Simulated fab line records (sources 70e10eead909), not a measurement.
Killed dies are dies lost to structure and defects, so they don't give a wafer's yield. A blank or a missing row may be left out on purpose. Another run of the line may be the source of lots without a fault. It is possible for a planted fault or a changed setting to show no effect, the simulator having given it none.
fab line records	flow nand_harc
record lots=5	wafers=15	last_day=32
route steps=1302 shown THIN_TSV@1250
lots that met no fault: from a run of the same line without faults
start_h: hours from the record's first day to the start of the lot's first wafer shown	wait_h: how many hours have passed since the lot's step before this one	" the same as in the row above	L1.1+2: one row covering several wafers at once	- either no value or no given start	* or withheld: withheld	< > ~ a bound
route shown NAME@n: a module of which the file shows steps, and the number in the route of the first	usual: mean/standard deviation taken from wafers without a fault	same: alike in all rows	chamber/n: place in a boat	sites: per-site readings	_std_site: standard deviation of those values	_edge_site: outer sites' mean less inner sites'	radius_mm: how far each site lies from the wafer's centre	mask NAME#n: copy n	behind: the last tool/chamber to shape the wafer	hold: cause of the lot's hold/its duration in hours/its outcome	device: the transistor (n, p or np) that didn't switch	end of line: the route-end tests of the same wafers	where a step has no rows: the recipe by itself	killed: dies that structure and defects cost at the first sort, which is not the same as the wafer's yield	map: a wafer's dies, x killed, . not, _ none there
set.NAME: the setting as run; set.NAME@STEP: as run at that earlier step	model.NAME: the simulator's own value behind a step, which no gauge read
lots at selected steps of the route; one table per step, one row per wafer
services: a tool's chamber out of use, with start hour (start_h, from the record's first day; less than 0 if before it), hours out, and reason
## steps
# step NHARC_THIN_TSV_DEP_43
# recipe target_thk_a=13285	temp_c=withheld	pressure_torr=6.5	rf_w=900	teos_flow_sccm=161.4	flow_sccm=2650	target_thk_nm=1328.5	gas=O2	material=SiO2
# usual throttle_valve_pct=15.9/0.45
lot.wafer	tool	chamber	start_h	wait_h	throttle_valve_pct
L232.3	pecvd-03	2	546.18	-	16.6
L232.4	"	1	"	"	15.5
L232.6	"	0	"	"	16.0
L239.2	pecvd-03	2	621.06	-	16.4
L239.1	"	0	"	"	15.3
L239.4	"	0	"	"	15.4
L244.3	pecvd-03	0	695.69	-	15.3
L244.5	"	2	"	"	16.2
L244.4	"	0	"	"	15.4
L249.1	pecvd-04	2	745.69	-	15.6
L249.2	"	0	"	"	16.0
L249.3	"	2	"	"	15.8
L254.4	pecvd-04	1	756.27	-	16.4
L254.5	"	2	"	"	15.6
L254.6	"	0	"	"	16.0
# step NHARC_THIN_TSV_DEHYDRATE_04
# recipe temp_c=150	time_s=120
# step NHARC_THIN_TSV_HMDS_05
# recipe time_s=30
# step NHARC_THIN_TSV_COAT_06
# recipe spin_rpm=*
# step NHARC_THIN_TSV_SOFTBAKE_07
# recipe temp_c=122	time_s=95
# step NHARC_THIN_TSV_EBR_08
# step NHARC_THIN_TSV_EXPOSE_09
# recipe na=0.55	dose_mj=30.7	mask_id=TSV
# step NHARC_THIN_TSV_PEB_10
# recipe peb_temp_c=118	peb_time_s=85
# step NHARC_THIN_TSV_DEVELOP_11
# recipe time_s=70
# step NHARC_THIN_TSV_CD_MEAS_12
# recipe target_cd_nm=1000	landing_energy_ev=500
# usual cd_nm=1000.4/2.4
# same landing_energy_ev=500
lot.wafer	tool	chamber	start_h	wait_h	cd_nm
L232.3	cd_sem-02	0	546.97	-	1001.9
L232.4	"	0	"	"	1001.3
L232.6	"	0	"	"	1001.9
L239.1	cd_sem-01	0	621.84	-	998.5
L239.2	"	0	"	"	996.7
L239.4	"	0	"	"	1001.4
L244.3	cd_sem-02	0	696.48	-	997.2
L244.4	"	0	"	"	1000.4
L244.5	"	0	"	"	1004.4
L249.1	cd_sem-03	0	746.65	-	1003.3
L249.2	"	0	"	"	998.0
L249.3	"	0	"	"	1000.9
L254.4	cd_sem-02	0	756.85	-	1004.5
L254.5	"	0	"	"	1001.6
L254.6	"	0	"	"	1001.6
# step NHARC_THIN_TSV_HARDBAKE_13
# recipe temp_c=125	time_s=80
# step NHARC_THIN_TSV_DESCUM_14
# recipe time_s=3	o2_flow_sccm=200	ar_flow_sccm=0	bias_power_w=0	chemistry=O2
# usual drypump_motor_current_A=5.7/0.32	oes_product_au=1.000/0.015	rf_vpp_V=57.9/0.96	showerhead_plenum_p_Torr=1.92/0.08	throttle_valve_pct=11.311/0.0076
lot.wafer	tool	chamber	start_h	wait_h	drypump_motor_current_A	oes_product_au	rf_hours_counter_h	rf_vpp_V	showerhead_plenum_p_Torr	throttle_valve_pct
L232.3	rie_diel-03	0	547.12	-	5.3	1.029	5.6	56.9	2.00	11.303
L232.4	"	1	"	"	5.4	0.983	5.2	59.0	1.87	11.312
L232.6	"	1	"	"	5.4	0.980	-	55.6	1.87	11.306
L239.2	rie_diel-01	0	622.01	-	5.2	1.025	1.7	56.6	1.88	11.308
L239.1	"	1	"	"	5.8	1.001	1.6	59.2	2.03	11.309
L239.4	"	1	"	"	5.8	0.994	-	58.3	2.03	11.324
L244.4	rie_diel-01	0	696.64	-	5.2	1.031	5.0	56.1	1.88	11.305
L244.3	"	1	"	"	5.8	0.995	5.6	56.7	2.03	11.319
L244.5	"	3	"	"	5.8	1.013	-	57.4	1.79	11.306
L249.1	rie_diel-03	2	746.81	-	6.2	0.978	7.8	55.5	1.91	11.298
L249.3	"	3	"	"	5.8	0.982	7.1	59.1	2.06	11.313
L249.2	"	0	"	"	5.3	1.017	7.1	58.4	2.00	11.316
L254.4	rie_diel-11	0	757.03	-	6.1	0.990	8.5	56.8	1.85	11.296
L254.5	"	1	"	"	6.1	0.978	-	58.0	1.88	11.321
L254.6	"	2	"	"	5.8	0.983	-	58.6	1.90	11.311
# step NHARC_THIN_TSV_ETCH_44
# recipe target_depth_a=15942	time_s=797.1	cf4_flow_sccm=150	o2_flow_sccm=10	ar_flow_sccm=0	rf_w=300	bias_w=800	chemistry=CF4/O2
# usual bias_w=799.9/2.4	drypump_motor_current_A=5.7/0.31	oes_product_au=0.998/0.015	rf_fwd_power_W=299.6/0.93	rf_vpp_V=796/4.4	showerhead_plenum_p_Torr=1.85/0.07	throttle_valve_pct=16.914/0.0084
lot.wafer	tool	chamber	start_h	wait_h	bias_w	drypump_motor_current_A	oes_product_au	rf_fwd_power_W	rf_hours_counter_h	rf_vpp_V	showerhead_plenum_p_Torr	throttle_valve_pct
L232.4	rie_diel-03	2	547.26	0.1	802.7	6.2	1.011	299.1	5.3	794	1.83	16.912
L232.3	"	0	"	"	799.0	5.4	1.014	300.3	5.7	800	1.91	16.913
L232.6	"	2	"	"	801.7	6.2	0.997	299.4	-	794	1.83	16.910
L239.2	rie_diel-01	2	622.12	0.1	797.4	5.8	1.007	298.7	1.8	795	1.84	16.902
L239.1	"	0	"	"	802.4	5.2	1.018	301.1	1.8	791	1.80	16.930
L239.4	"	2	"	"	800.2	5.8	0.992	298.9	-	796	1.84	16.911
L244.4	rie_diel-01	2	696.78	0.1	799.1	5.7	1.013	300.1	5.5	795	1.84	16.921
L244.3	"	0	"	"	799.4	5.2	0.776	181.2	5.1	793	1.80	16.926
L244.5	"	2	"	"	797.5	5.8	1.012	299.2	-	796	1.84	16.935
L249.2	rie_diel-03	2	746.89	0.1	802.4	6.2	0.993	300.2	7.9	794	1.83	16.909
L249.1	"	0	"	"	801.1	5.4	1.011	300.9	7.2	800	1.91	16.921
L249.3	"	1	"	"	794.5	5.4	0.979	300.0	8.0	794	1.79	16.912
L254.4	rie_diel-11	3	757.20	0.2	799.4	5.4	1.015	299.9	7.6	801	1.93	16.901
L254.6	"	1	"	"	799.4	6.0	0.985	301.3	-	793	1.80	16.922
L254.5	"	2	"	"	802.4	5.8	0.993	300.2	-	791	1.82	16.916
# step NHARC_THIN_TSV_ETCH_15
# recipe target_depth_a=30000	bosch_target_overetch_cycles=2	bosch_etch_step_s=2.8	bosch_dep_step_s=1.2	bosch_cycles=14
# usual drypump_motor_current_A=5.8/0.44
lot.wafer	tool	chamber	start_h	wait_h	drypump_motor_current_A	rf_hours_counter_h
L232.3	rie_si-05	0	547.78	-	5.4	0.5
L232.4	"	2	"	"	5.7	0.3
L232.6	"	0	"	"	5.4	-
L239.4	rie_si-05	1	622.81	-	5.9	0.9
L239.2	"	2	"	"	5.7	0.8
L239.1	"	0	"	"	5.4	1.0
L244.3	rie_si-03	0	697.31	-	6.5	0.7
L244.4	"	1	"	"	5.6	0.7
L244.5	"	3	"	"	4.8	-
L249.1	rie_si-01	0	747.45	-	6.0	0.1
L249.3	"	2	"	"	5.8	0.1
L249.2	"	3	"	"	5.7	0.1
L254.4	rie_si-01	1	757.68	-	6.4	0.2
L254.5	"	3	"	"	5.7	-
L254.6	"	0	"	"	6.0	-
## services
tool	chamber	start_h	hours	kind
rie_si-01	-	547.00	9.0	pm
pecvd-03	-	547.24	13.0	pm
rie_diel-01	-	557.80	9.0	pm
rie_si-03	-	559.66	0.8	repair
rie_diel-01	-	570.54	0.2	repair
rie_si-03	-	575.00	9.0	pm
rie_si-05	3	601.10	5.2	repair
rie_diel-01	3	609.18	16.8	repair
rie_si-01	1	629.04	3.8	repair
rie_diel-11	-	629.40	9.0	pm
pecvd-04	-	631.70	13.0	pm
rie_diel-03	-	635.30	9.0	pm
rie_si-03	3	637.28	3.3	repair
rie_si-05	-	659.00	9.0	pm
rie_si-03	3	665.14	1.8	repair
pecvd-03	1	680.71	5.1	repair
pecvd-03	-	690.78	0.8	repair
rie_diel-11	1	697.63	4.5	repair
rie_si-01	-	724.00	9.0	pm
pecvd-04	1	727.46	20.0	repair
pecvd-03	-	728.24	13.0	pm
rie_diel-01	-	734.80	9.0	pm
rie_si-01	1	744.05	5.7	repair
pecvd-03	0	752.79	7.8	repair
## key
first_sign step=NHARC_THIN_TSV_ETCH_44	reading=rf_fwd_power_W	direction=down	sigmas=99+	usual=*	struck=*
effect step=NHARC_THIN_TSV_ETCH_44	reading=oes_product_au	direction=down	sigmas=15	usual=0.998	struck=0.776
met_at NHARC_THIN_TSV_ETCH_44
struck_wafers L244.3
later_rows_left_out L244.3
sort_left_out L244.3
onset_between 622.12 696.78
fault kind=process_parameter_drift	tool=rie_diel-01	chamber=0	onset_h=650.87	steps=NHARC_THIN_TSV_ETCH_44	channel=rf_w	offset=*	shape=step	end_h=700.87	acts_in=*	stated=*
# sort_left_out: the simulated sort isn't trusted on such a fault, so these wafers' sort isn't shown, and their yield isn't known
# later_rows_left_out: the simulator's readings of these wafers behind a module that went badly wrong aren't trusted and aren't shown, but for the sort
